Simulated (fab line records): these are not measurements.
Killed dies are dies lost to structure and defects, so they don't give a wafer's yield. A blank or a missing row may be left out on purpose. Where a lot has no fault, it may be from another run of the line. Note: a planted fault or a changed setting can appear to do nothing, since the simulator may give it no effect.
Chamber matching | flow n5-finfet | 4 sister chambers for N5_SD_EPI_P_ETCH_37 on rie-diel-01
The step etches SOC in N2/H2, overetch 108 nm, time 486 s. 4 wafers are shown with their chamber, then 7 later ones without.

WAFERS, EACH WITH ITS CHAMBER
wafer  | chamber | throttle-valve-pct (%)
L870.2 | 0       | 24.10
L871.1 | 2       | 24.05
L872.3 | 1       | 23.23
L872.5 | 3       | 23.68

WAFERS WITH NO CHAMBER GIVEN
wafer  | throttle-valve-pct (%)
L872.6 | 24.11
L873.2 | 23.24
L873.4 | 24.07
L873.5 | 23.67
L875.1 | 24.09
L875.3 | 24.13
L875.6 | 24.08

THE CHAMBER EACH PASSED THROUGH
wafer  | from the rows above     | in truth
L872.6 | 0                       | 0
L873.2 | 1                       | 1
L873.4 | can't be placed: 2 or 0 | 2
L873.5 | 3                       | 3
L875.1 | can't be placed: 0 or 2 | 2
L875.3 | 0                       | 0
L875.6 | can't be placed: 0 or 2 | 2
Correct placement for 4 of the 7. Unplaceable from these rows: 3, with the true chamber sitting among the candidates in 3. Number placed wrongly: 0.
How it was worked out, from the rows above alone: a wafer's distance from a chamber is the root of the sum, over the readings, of the square of ((its reading less the chamber's mean) divided by the reading's scatter). If the next closest chamber is less than 2 further off than the closest, the wafer can't be placed; otherwise it belongs to the closest. The mean given for a chamber averages the wafers shown for that chamber. The scatter: root of mean squared gap, hidden wafer to nearest shown wafer, with one shown wafer a chamber.
